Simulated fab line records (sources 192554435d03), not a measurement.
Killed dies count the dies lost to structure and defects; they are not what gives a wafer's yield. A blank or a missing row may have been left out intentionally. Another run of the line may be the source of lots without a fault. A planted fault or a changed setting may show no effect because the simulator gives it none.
Matching of chambers ; flow n5 finfet ; rie si-01 running N5_DUMMY_GATE_ETCH_23: 4 sister chambers
The step etches poly-Si in HBr/Cl2/O2, target depth 41 nm, time 22.3 s. 4 wafers are shown with their chamber, then 7 later ones without.

## WAFERS WITH THEIR CHAMBER
wafer;chamber;throttle valve pct (%)
L088.2;1;37.57
L091.5;0;37.05
L093.2;2;36.98
L093.3;3;36.97

## WAFERS WITHOUT THEIR CHAMBER
wafer;throttle valve pct (%)
L093.4;37.56
L094.1;37.57
L094.4;36.99
L094.5;37.58
L095.2;36.99
L095.4;37.57
L095.6;37.06

## THE CHAMBER EACH PASSED THROUGH
wafer;from the rows above;in truth
L093.4;1;1
L094.1;1;1
L094.4;can't be placed: 2 or 3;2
L094.5;1;1
L095.2;can't be placed: 2 or 3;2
L095.4;1;1
L095.6;0;0
Correct placement for 5 of the 7. Cannot be placed on the basis of these rows: 2; the candidates contain the true chamber in 2. Wrongly placed: 0.
How it was worked out, from the rows above alone: a wafer's distance from a chamber is the root of the sum, over the readings, of the square of ((its reading less the chamber's mean) divided by the reading's scatter). The wafer belongs to the nearest chamber; if the next one is less than 2 further off, it can't be placed. The mean given for a chamber averages the wafers shown for that chamber. The scatter (one wafer shown for each chamber): square how far every hidden wafer sits from the nearest shown wafer, average those squares and take the square root.
